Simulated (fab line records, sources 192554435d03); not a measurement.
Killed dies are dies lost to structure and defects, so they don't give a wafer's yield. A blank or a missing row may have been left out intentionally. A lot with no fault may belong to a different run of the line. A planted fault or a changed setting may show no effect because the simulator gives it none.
fab line records	flow n5Finfet	part 1 of 2: steps 1 to 18 of 32
record: lots: 5	wafers: 15	lastDay: 17
route steps=1938 shown SD_EPI_P@297
lots untouched by any fault: they come from a run of this same line in which no faults occurred
startH: the number of hours between the record's first day and the start of the first shown wafer of the lot	waitH: hours elapsed since this lot's preceding step	" the same as in the row above	L1.1+2: a single row standing in for several wafers	- no value, or no start given	* or withheld: withheld	< > ~ a bound
route shown NAME@n: a module of which the file shows steps, and the number in the route of the first	usual: mean and standard deviation over wafers with no fault	same: alike in all rows	chamber/n: place in a boat	sites: the reading at each site	_std_site: how widely they spread, as a standard deviation	_edge_site: mean of outer sites minus mean of inner sites	radiusMm: how far each site lies from the wafer's centre	mask NAME#n: copy n	behind: the last tool/chamber to shape the wafer	hold: why the lot went on hold/how many hours it stayed there/how the hold came to an end	device: the n, p or np transistor that did not switch	end of line: the tests these same wafers got at the end of their route	a step without rows: its recipe alone	killed: not the wafer's yield, but the dies lost to structure and defects at the first sort	map: the dies of a wafer, with x for killed, . for not killed, _ for no die there
set.NAME: the setting the step ran with; set.NAME@STEP: the setting that earlier step ran with	model.NAME: the simulator's own value behind a step, which no gauge read
lots at some steps of the route; a table a step, a row a wafer
services: a tool's chamber out of use, with start hour (startH, from the record's first day; less than 0 if before it), hours out, and reason
== steps ==
step: N5_SD_EPI_P_COAT_03
recipe: resist: CAR-ArF-block	spinRpm: 1500	resistThkNm: 150
usual: chillPlateTempC: 23.01/0.11	resistLineTempC: 23.02/0.096
lot.wafer	tool	chamber	startH	waitH	chillPlateTempC	resistLineTempC
L087.2	lithoTrack-04	0	-	-	23.05	23.01
L087.3	"	0	"	"	23.09	23.03
L087.4	"	0	"	"	22.96	22.99
L089.2	lithoTrack-05	0	-	-	23.06	23.03
L089.3	"	0	"	"	22.92	22.95
L089.6	"	0	"	"	22.89	23.20
L093.1	lithoTrack-04	0	-	-	23.00	22.97
L093.2	"	0	"	"	22.96	22.96
L093.4	"	0	"	"	23.07	22.97
L094.1	lithoTrack-05	0	-	-	22.93	22.98
L094.4	"	0	"	"	22.83	22.99
L094.6	"	0	"	"	22.88	22.97
L096.1	lithoTrack-05	0	-	-	22.99	23.04
L096.3	"	0	"	"	22.74	23.17
L096.6	"	0	"	"	22.99	22.98
step: N5_SD_EPI_P_EBR_05
recipe: solvent: PGMEA	ebrWidthMm: 1.5
usual: chillPlateTempC: 22.99/0.11	resistLineTempC: 23.00/0.12
lot.wafer	tool	chamber	startH	waitH	chillPlateTempC	resistLineTempC
L087.2	lithoTrack-04	0	-	-	23.01	23.13
L087.3	"	0	"	"	22.97	23.05
L087.4	"	0	"	"	23.00	23.11
L089.2	lithoTrack-05	0	-	-	22.83	23.05
L089.3	"	0	"	"	22.89	22.99
L089.6	"	0	"	"	23.06	23.07
L093.1	lithoTrack-04	0	-	-	23.21	23.00
L093.2	"	0	"	"	23.23	22.95
L093.4	"	0	"	"	23.12	23.10
L094.1	lithoTrack-05	0	-	-	22.92	23.18
L094.4	"	0	"	"	23.08	23.00
L094.6	"	0	"	"	22.92	23.01
L096.1	lithoTrack-05	0	-	-	22.99	22.95
L096.3	"	0	"	"	22.96	22.99
L096.6	"	0	"	"	23.09	23.09
step: N5_SD_EPI_P_SOFTBAKE_04
recipe: tempC: 110	timeS: 60	resist: CAR-ArF-block
usual: chillPlateTempC: 23.00/0.11	resistLineTempC: 23.02/0.094
lot.wafer	tool	chamber	startH	waitH	chillPlateTempC	resistLineTempC
L087.2	lithoTrack-04	0	-	-	22.99	22.96
L087.3	"	0	"	"	23.13	23.11
L087.4	"	0	"	"	23.09	23.08
L089.2	lithoTrack-05	0	-	-	23.19	23.05
L089.3	"	0	"	"	23.15	22.93
L089.6	"	0	"	"	23.06	23.09
L093.1	lithoTrack-04	0	-	-	23.16	22.81
L093.2	"	0	"	"	23.03	22.88
L093.4	"	0	"	"	23.01	22.95
L094.1	lithoTrack-05	0	-	-	22.99	23.10
L094.4	"	0	"	"	23.15	22.97
L094.6	"	0	"	"	22.99	23.07
L096.1	lithoTrack-05	0	-	-	22.97	23.11
L096.3	"	0	"	"	22.79	23.06
L096.6	"	0	"	"	22.94	23.03
step: N5_SD_EPI_P_EXPOSE_06
recipe: maskId: SD_P_BLK	na: 1.35	sourceShape: conventional	sigmaOuter: 0.8	polarization: unpolarized	targetCdNm: 240	doseMj: 39.5
same: sigmaOuter: 0.8
lot.wafer	tool	chamber	startH	waitH	mask
L087.2+3+4	arfiScanner-01	0	133.10	-	SD_P_BLK#0
L089.2+3+6	arfiScanner-03	0	144.03	-	SD_P_BLK#0
L093.1+2+4	arfiScanner-03	0	170.32	-	SD_P_BLK#0
L094.1+4+6	arfiScanner-03	0	172.89	-	SD_P_BLK#0
L096.1+3+6	arfiScanner-01	0	187.34	-	SD_P_BLK#0
step: N5_SD_EPI_P_PEB_07
recipe: pebTempC: 110	pebTimeS: 60	resist: CAR-ArF-block
usual: chillPlateTempC: 23.00/0.11	resistLineTempC: 23.02/0.099
lot.wafer	tool	chamber	startH	waitH	chillPlateTempC	resistLineTempC
L087.2	lithoTrack-05	0	133.15	0.0	22.88	23.14
L087.3	"	0	"	"	22.90	23.19
L087.4	"	0	"	"	23.06	23.19
L089.2	lithoTrack-01	0	144.09	0.0	23.14	23.01
L089.3	"	0	"	"	23.11	23.04
L089.6	"	0	"	"	23.11	23.06
L093.1	lithoTrack-04	0	170.38	0.1	23.04	23.07
L093.2	"	0	"	"	22.68	23.00
L093.4	"	0	"	"	22.92	23.11
L094.1	lithoTrack-04	0	172.94	0.1	23.32	23.20
L094.4	"	0	"	"	23.06	22.95
L094.6	"	0	"	"	23.11	22.97
L096.1	lithoTrack-05	0	187.39	0.1	23.06	23.17
L096.3	"	0	"	"	22.91	23.01
L096.6	"	0	"	"	22.87	23.03
step: N5_SD_EPI_P_DEVELOP_08
recipe: developTimeS: 30	developer: TMAH	resist: CAR-ArF-block	devTempC: 23	rinseLiquid: diw	dry: airSpin
usual: chillPlateTempC: 23.02/0.1	developerTempC: 22.98/0.12	resistLineTempC: 23.02/0.093
same: developTimeS: 30
lot.wafer	tool	chamber	startH	waitH	chillPlateTempC	developerTempC	resistLineTempC
L087.2	lithoTrack-05	0	-	-	23.05	22.97	22.90
L087.3	"	0	"	"	22.94	22.98	23.02
L087.4	"	0	"	"	23.10	22.99	23.01
L089.2	lithoTrack-01	0	-	-	22.95	22.91	23.15
L089.3	"	0	"	"	22.88	22.80	22.95
L089.6	"	0	"	"	23.13	22.89	23.03
L093.1	lithoTrack-04	0	-	-	23.08	23.02	23.07
L093.2	"	0	"	"	23.14	23.02	23.07
L093.4	"	0	"	"	23.01	22.97	23.13
L094.1	lithoTrack-04	0	-	-	23.00	22.99	23.14
L094.4	"	0	"	"	23.03	23.20	23.02
L094.6	"	0	"	"	23.08	22.99	23.08
L096.1	lithoTrack-05	0	-	-	23.17	22.94	22.99
L096.3	"	0	"	"	22.94	22.93	23.12
L096.6	"	0	"	"	23.15	22.99	23.01
step: N5_SD_EPI_P_CD_MEAS_09
recipe: targetCdNm: 240	landingEnergyEv: 500	detector: seInlens
usual: cdNm: 239.7/0.76
lot.wafer	tool	chamber	startH	waitH	cdNm
L087.2	cdSem-01	0	133.22	-	239.4
L087.3	"	0	"	"	240.8
L087.4	"	0	"	"	239.4
L089.2	cdSem-01	0	144.15	-	239.6
L089.3	"	0	"	"	239.8
L089.6	"	0	"	"	240.0
L093.1	cdSem-02	0	170.44	-	239.0
L093.2	"	0	"	"	239.1
L093.4	"	0	"	"	239.0
L094.1	cdSem-01	0	173.01	-	241.0
L094.4	"	0	"	"	240.2
L094.6	"	0	"	"	240.2
L096.1	cdSem-02	0	187.46	-	239.1
L096.3	"	0	"	"	238.9
L096.6	"	0	"	"	238.6
step: N5_SD_EPI_P_OVL_MEAS_10
recipe: pointsPerWafer: 44
usual: SD_P_BLK_OVL: -0.1/0.74
lot.wafer	tool	chamber	startH	waitH	SD_P_BLK_OVL[nm]
L087.2	overlay-01	0	133.25	0.0	-0.4
L087.3	"	0	"	"	1.1
L087.4	"	0	"	"	-0.5
L089.2	overlay-01	0	144.18	0.0	0.5
L089.3	"	0	"	"	0.0
L089.6	"	0	"	"	0.2
L093.1	overlay-02	0	170.48	0.0	-1.4
L093.2	"	0	"	"	-1.0
L093.4	"	0	"	"	-2.2
L094.1	overlay-02	0	173.04	0.0	-0.1
L094.4	"	0	"	"	0.3
L094.6	"	0	"	"	-0.6
L096.1	overlay-01	0	187.49	0.0	0.8
L096.3	"	0	"	"	1.1
L096.6	"	0	"	"	0.6
step: N5_SD_EPI_P_INSPECT_11
recipe: mode: adi	inspectInstrument: macro
usual: rawDefectCount: 1.9/1.3
lot.wafer	tool	chamber	startH	waitH	rawDefectCount
L087.2	defectInspect-02	-	133.27	0.0	1
L087.3	"	-	"	"	2
L087.4	"	-	"	"	2
L089.2	defectInspect-02	-	144.21	0.0	4
L089.3	"	-	"	"	2
L089.6	"	-	"	"	2
L093.1	defectInspect-02	-	170.50	0.0	3
L093.2	"	-	"	"	3
L093.4	"	-	"	"	1
L094.1	defectInspect-01	-	173.07	0.0	2
L094.4	"	-	"	"	2
L094.6	"	-	"	"	0
L096.1	defectInspect-02	-	187.51	0.0	2
L096.3	"	-	"	"	2
L096.6	"	-	"	"	0
step: N5_SD_EPI_P_DESCUM_14
recipe: chemistry: O2	timeS: 7.9	sourcePowerW: 50	biasPowerW: 20	pressureMtorr: 20	rfFrequencyHz: 2.712e+07	tempC: 40	resist: CAR-ArF-block	o2FlowSccm: 225
usual: drypumpMotorCurrentA: 5.8/0.4	oesProductAu: 0.78/0.069	rfVppV: 243.2/1.5	showerheadPlenumPTorr: 2.09/0.08	throttleValvePct: 20.58/0.2
lot.wafer	tool	chamber	startH	waitH	drypumpMotorCurrentA	oesProductAu	rfHoursCounterH	rfVppV	showerheadPlenumPTorr	throttleValvePct
L087.2	rieDiel-06	0	133.34	0.1	5.8	0.72	223	242.5	2.14	20.85
L087.3	"	2	"	"	5.5	0.72	218	240.4	1.97	20.57
L087.4	"	1	"	"	6.4	0.79	135	243.6	2.19	20.84
L089.2	rieDiel-06	1	144.24	0.0	6.3	0.78	140	243.8	2.18	20.84
L089.3	"	0	"	"	5.8	0.71	227	243.3	2.14	20.86
L089.6	"	1	"	"	6.3	0.78	-	245.2	2.19	20.83
L093.1	rieDiel-05	2	170.53	0.0	5.0	0.87	35	242.9	2.05	20.57
L093.2	"	3	"	"	5.1	0.67	249	241.3	1.97	20.69
L093.4	"	1	"	"	5.4	0.77	133	242.2	1.99	20.28
L094.1	rieDiel-06	2	173.10	0.0	5.5	0.71	235	240.9	1.97	20.60
L094.4	"	0	"	"	5.8	0.70	-	244.3	2.14	20.88
L094.6	"	3	"	"	5.9	0.85	-	241.4	2.02	20.35
L096.1	rieDiel-06	0	187.55	0.0	5.8	0.70	247	243.4	2.14	20.89
L096.3	"	3	"	"	5.9	0.84	83	242.7	2.02	20.37
L096.6	"	3	"	"	5.9	0.84	-	241.8	2.02	20.37
step: N5_SD_EPI_P_ETCH_36
recipe: chemistry: CF4	target: SiARC	targetDepthA: 455	maskMaterial: CAR-ArF-block	timeS: 75.8	ionEnergyEv: 80	pressureMtorr: 40	sourceW: 545	biasW: 36	Ar_flow_sccm: 100	cf4FlowSccm: 100	ends: cleared
usual: drypumpMotorCurrentA: 5.8/0.4	etchRfOnTimeS: 76.4/1.8	oesProductAu: 0.66/0.058	rfVppV: 184.2/1.2	showerheadPlenumPTorr: 2.15/0.071	throttleValvePct: 15.78/0.2
lot.wafer	tool	chamber	startH	waitH	drypumpMotorCurrentA	etchRfOnTimeS	oesProductAu	rfHoursCounterH	rfVppV	showerheadPlenumPTorr	throttleValvePct
L087.2	rieDiel-06	0	133.37	0.0	5.8	76.8	0.60	223	186.6	2.21	16.15
L087.3	"	2	"	"	5.4	73.5	0.63	218	183.1	2.04	15.85
L087.4	"	1	"	"	6.3	76.5	0.66	135	187.0	2.22	15.87
L089.2	rieDiel-06	1	144.28	0.0	6.3	76.0	0.66	140	184.6	2.22	15.90
L089.3	"	0	"	"	5.8	76.7	0.60	227	183.8	2.20	16.17
L089.6	"	1	"	"	6.3	76.3	0.67	-	183.5	2.22	15.88
L093.1	rieDiel-05	2	170.57	0.0	5.0	72.3	0.76	35	184.6	2.10	15.64
L093.2	"	3	"	"	5.1	78.4	0.57	249	181.8	2.02	15.92
L093.4	"	1	"	"	5.4	75.2	0.66	133	183.5	2.05	15.52
L094.1	rieDiel-06	2	173.14	0.0	5.4	74.2	0.62	235	182.8	2.03	15.87
L094.4	"	0	"	"	5.8	77.5	0.59	-	185.2	2.20	16.19
L094.6	"	3	"	"	5.9	78.6	0.72	-	182.6	2.09	15.64
L096.1	rieDiel-06	0	187.58	0.0	5.8	77.7	0.58	247	184.8	2.20	16.19
L096.3	"	3	"	"	5.9	78.8	0.70	83	183.2	2.09	15.67
L096.6	"	3	"	"	5.9	79.6	0.70	-	183.7	2.09	15.67
step: N5_SD_EPI_P_ETCH_37
recipe: chemistry: N2/H2	target: SOC	overetchA: 1080	maskMaterial: SiARC	tempC: 40	ionEnergyEv: 100	sourceW: 3000	biasW: 133	pressureMtorr: 20	timeS: 486	n2FlowSccm: 200	h2FlowSccm: 200	ends: endPoint
usual: drypumpMotorCurrentA: 5.8/0.4	oesProductAu: 0.70/0.06	rfVppV: 240.6/1.3	showerheadPlenumPTorr: 2.54/0.093	throttleValvePct: 24.0/0.31
lot.wafer	tool	chamber	startH	waitH	drypumpMotorCurrentA	oesProductAu	rfHoursCounterH	rfVppV	showerheadPlenumPTorr	throttleValvePct
L087.2	rieDiel-06	0	133.43	0.0	5.8	0.64	223	239.1	2.61	24.2
L087.3	"	2	"	"	5.4	0.65	218	238.7	2.39	24.0
L087.4	"	1	"	"	6.4	0.70	135	242.3	2.67	24.7
L089.2	rieDiel-06	1	144.33	0.0	6.3	0.70	140	241.8	2.67	24.7
L089.3	"	0	"	"	5.8	0.63	227	242.4	2.61	24.2
L089.6	"	1	"	"	6.4	0.69	-	243.0	2.67	24.7
L093.1	rieDiel-05	2	170.62	0.0	5.1	0.79	35	239.8	2.49	24.3
L093.2	"	3	"	"	5.1	0.61	250	239.7	2.40	24.1
L093.4	"	1	"	"	5.4	0.69	133	239.4	2.43	23.5
L094.1	rieDiel-06	2	173.19	0.0	5.5	0.64	235	238.6	2.39	24.0
L094.4	"	0	"	"	5.8	0.63	-	241.9	2.60	24.2
L094.6	"	3	"	"	5.9	0.76	-	239.9	2.48	23.8
L096.1	rieDiel-06	0	187.64	0.0	5.8	0.62	247	241.3	2.60	24.3
L096.3	"	3	"	"	5.9	0.75	83	241.1	2.47	23.8
L096.6	"	3	"	"	5.9	0.75	-	239.2	2.47	23.8
step: N5_SD_EPI_P_STRIP_38
recipe: chemistry: N2/H2	tempC: 40	n2FlowSccm: 200	h2FlowSccm: 200	rfFrequencyHz: 6e+07
lot.wafer	tool	chamber	startH	waitH
L087.2+3+4	rieDiel-06	0,2,1	133.74	0.2
L089.2+3+6	rieDiel-06	1,0,1	144.65	0.2
L093.1+2+4	rieDiel-05	2,3,1	170.94	0.2
L094.1+4+6	rieDiel-06	2,0,3	173.51	0.2
L096.1+3+6	rieDiel-06	0,3,3	187.95	0.2
step: N5_SD_EPI_P_ETCHBACK_46
recipe: chemistry: CH3F/O2	mode: anisotropicEtchback	target: SiNx	targetDepthA: 175	stopOn: SiO2	overEtchFrac: 0.3	ionEnergyEv: 120	pressureMtorr: 30	sourceW: 395	biasW: 73	Ar_flow_sccm: 150	CH3F_flow_sccm: 30	O2_flow_sccm: 20
usual: drypumpMotorCurrentA: 5.8/0.4	oesProductAu: 0.67/0.057	rfVppV: 299/4.2	showerheadPlenumPTorr: 2.01/0.069	throttleValvePct: 16.53/0.19
lot.wafer	tool	chamber	startH	waitH	drypumpMotorCurrentA	oesProductAu	rfHoursCounterH	rfVppV	showerheadPlenumPTorr	throttleValvePct
L087.2	rieDiel-06	0	133.75	0.0	5.8	0.61	223	304	2.06	16.86
L087.3	"	2	"	"	5.5	0.62	218	296	1.90	16.62
L087.4	"	1	"	"	6.3	0.67	136	305	2.09	16.66
L089.2	rieDiel-06	1	144.66	0.0	6.3	0.66	140	304	2.09	16.65
L089.3	"	0	"	"	5.8	0.60	228	303	2.06	16.86
L089.6	"	1	"	"	6.3	0.67	-	306	2.09	16.68
L093.1	rieDiel-05	2	170.95	0.0	5.1	0.75	36	299	1.96	16.44
L093.2	"	3	"	"	5.1	0.58	250	302	1.88	16.61
L093.4	"	1	"	"	5.4	0.66	133	295	1.91	16.24
L094.1	rieDiel-06	2	173.52	0.0	5.4	0.61	235	296	1.90	16.65
L094.4	"	0	"	"	5.8	0.60	-	303	2.05	16.89
L094.6	"	3	"	"	5.9	0.73	-	299	1.95	16.43
L096.1	rieDiel-06	0	187.96	0.0	5.8	0.59	247	302	2.05	16.91
L096.3	"	3	"	"	5.9	0.72	84	298	1.95	16.44
L096.6	"	3	"	"	5.9	0.71	-	297	1.95	16.43
step: N5_SD_EPI_P_ETCH_47
recipe: chemistry: CH3F/O2	target: SiOCN	targetDepthA: 250	maskMaterial: SOC	ionEnergyEv: 60	biasW: 29	pressureMtorr: 30	sourceW: 410	Ar_flow_sccm: 150	CH3F_flow_sccm: 30	O2_flow_sccm: 20
usual: drypumpMotorCurrentA: 5.8/0.4	oesProductAu: 0.78/0.07	rfVppV: 128.3/1.9	showerheadPlenumPTorr: 2.01/0.069	throttleValvePct: 16.51/0.19
lot.wafer	tool	chamber	startH	waitH	drypumpMotorCurrentA	oesProductAu	rfHoursCounterH	rfVppV	showerheadPlenumPTorr	throttleValvePct
L087.2	rieDiel-06	0	133.85	0.1	5.8	0.70	223	128.2	2.06	16.85
L087.3	"	2	"	"	5.4	0.73	218	126.2	1.90	16.58
L087.4	"	1	"	"	6.3	0.79	136	131.8	2.09	16.64
L089.2	rieDiel-06	1	144.76	0.1	6.3	0.78	140	130.2	2.09	16.64
L089.3	"	0	"	"	5.8	0.70	228	129.3	2.06	16.85
L089.6	"	1	"	"	6.3	0.78	-	130.6	2.09	16.66
L093.1	rieDiel-05	2	171.05	0.1	5.1	0.89	36	128.7	1.96	16.41
L093.2	"	3	"	"	5.1	0.66	250	128.7	1.88	16.61
L093.4	"	1	"	"	5.4	0.76	133	126.3	1.91	16.23
L094.1	rieDiel-06	2	173.62	0.1	5.5	0.71	235	126.5	1.90	16.61
L094.4	"	0	"	"	5.8	0.69	-	128.9	2.05	16.86
L094.6	"	3	"	"	5.9	0.84	-	128.1	1.95	16.40
L096.1	rieDiel-06	0	188.06	0.1	5.8	0.69	247	131.6	2.05	16.87
L096.3	"	3	"	"	5.9	0.83	84	129.3	1.95	16.41
L096.6	"	3	"	"	5.9	0.83	-	129.0	1.95	16.41
step: N5_SD_EPI_P_ETCH_16
recipe: chemistry: CHF3/O2	target: SiO2	targetDepthA: 50	maskMaterial: SOC	pressureMtorr: 30	sourceW: 650	biasW: 170	Ar_flow_sccm: 200	CHF3_flow_sccm: 50	O2_flow_sccm: 5	ionEnergyEv: 200
usual: drypumpMotorCurrentA: 5.8/0.4	oesProductAu: 0.78/0.07	rfVppV: 528/7.3	showerheadPlenumPTorr: 2.42/0.079	throttleValvePct: 19.09/0.18
lot.wafer	tool	chamber	startH	waitH	drypumpMotorCurrentA	oesProductAu	rfHoursCounterH	rfVppV	showerheadPlenumPTorr	throttleValvePct
L087.2	rieDiel-06	0	133.95	0.1	5.8	0.70	223	535	2.48	19.42
L087.3	"	2	"	"	5.4	0.72	218	519	2.30	19.17
L087.4	"	1	"	"	6.4	0.80	136	539	2.51	19.27
L089.2	rieDiel-06	1	144.86	0.1	6.3	0.78	140	538	2.51	19.26
L089.3	"	0	"	"	5.8	0.70	228	536	2.48	19.43
L089.6	"	1	"	"	6.3	0.78	-	537	2.51	19.25
L093.1	rieDiel-05	2	171.15	0.1	5.0	0.90	36	527	2.36	19.01
L093.2	"	3	"	"	5.1	0.67	250	531	2.27	19.13
L093.4	"	1	"	"	5.4	0.77	133	521	2.31	18.84
L094.1	rieDiel-06	2	173.72	0.1	5.5	0.71	235	519	2.30	19.21
L094.4	"	0	"	"	5.8	0.69	-	535	2.47	19.46
L094.6	"	3	"	"	5.9	0.84	-	526	2.35	18.99
L096.1	rieDiel-06	0	188.16	0.1	5.8	0.69	247	535	2.47	19.47
L096.3	"	3	"	"	5.9	0.83	84	525	2.35	19.01
L096.6	"	3	"	"	5.9	0.84	-	527	2.35	19.00
step: N5_SD_EPI_P_STRIP_50
recipe: chemistry: CHF3/O2	resist: SiARC	rfFrequencyHz: 6e+07
lot.wafer	tool	chamber	startH	waitH
L087.2+3+4	rieDiel-06	0,2,1	133.99	0.0
L089.2+3+6	rieDiel-06	1,0,1	144.90	0.0
L093.1+2+4	rieDiel-05	2,3,1	171.19	0.0
L094.1+4+6	rieDiel-06	2,0,3	173.76	0.0
L096.1+3+6	rieDiel-06	0,3,3	188.20	0.0
step: N5_SD_EPI_P_SD_RECESS_17
recipe: chemistry: HBr/Cl2/O2	targetDepthA: 391	btTimeS: 3	pressureMtorr: 10	icpW: 800	biasW: 112	HBr_flow_sccm: 150	Cl2_flow_sccm: 80	O2_flow_sccm: 12
usual: drypumpMotorCurrentA: 5.8/0.36	mfcCl2Sccm: 80.00/0.25	oesProductAu: 1.002/0.014	throttleValvePct: 37.0/0.33
same: btTimeS: 3
lot.wafer	tool	chamber	startH	waitH	drypumpMotorCurrentA	mfcCl2Sccm	oesProductAu	rfHoursCounterH	throttleValvePct
L087.2	rieSi-05	0	134.02	0.0	5.8	80.14	1.003	83	37.0
L087.3	"	1	"	"	5.3	80.01	0.982	149	37.0
L087.4	"	2	"	"	5.0	80.14	1.000	12	36.6
L089.2	rieSi-05	1	144.93	0.0	5.3	80.23	0.980	149	37.0
L089.3	"	2	"	"	5.0	80.20	1.007	12	36.6
L089.6	"	0	"	"	5.8	79.98	1.007	-	37.0
L093.1	rieSi-03	3	171.22	0.0	5.9	79.53	1.024	154	37.4
L093.2	"	1	"	"	5.5	80.17	0.983	182	36.6
L093.4	"	0	"	"	6.1	79.97	1.014	140	37.0
L094.1	rieSi-06	2	173.79	0.0	6.4	79.85	1.017	156	37.7
L094.4	"	0	"	"	5.8	80.36	0.993	7	36.7
L094.6	"	1	"	"	6.2	80.14	0.989	-	37.6
L096.1	rieSi-03	0	188.23	0.0	6.0	80.32	1.012	140	37.0
L096.3	"	3	"	"	5.9	79.86	1.024	154	37.4
L096.6	"	0	"	"	6.0	80.13	1.015	-	37.0
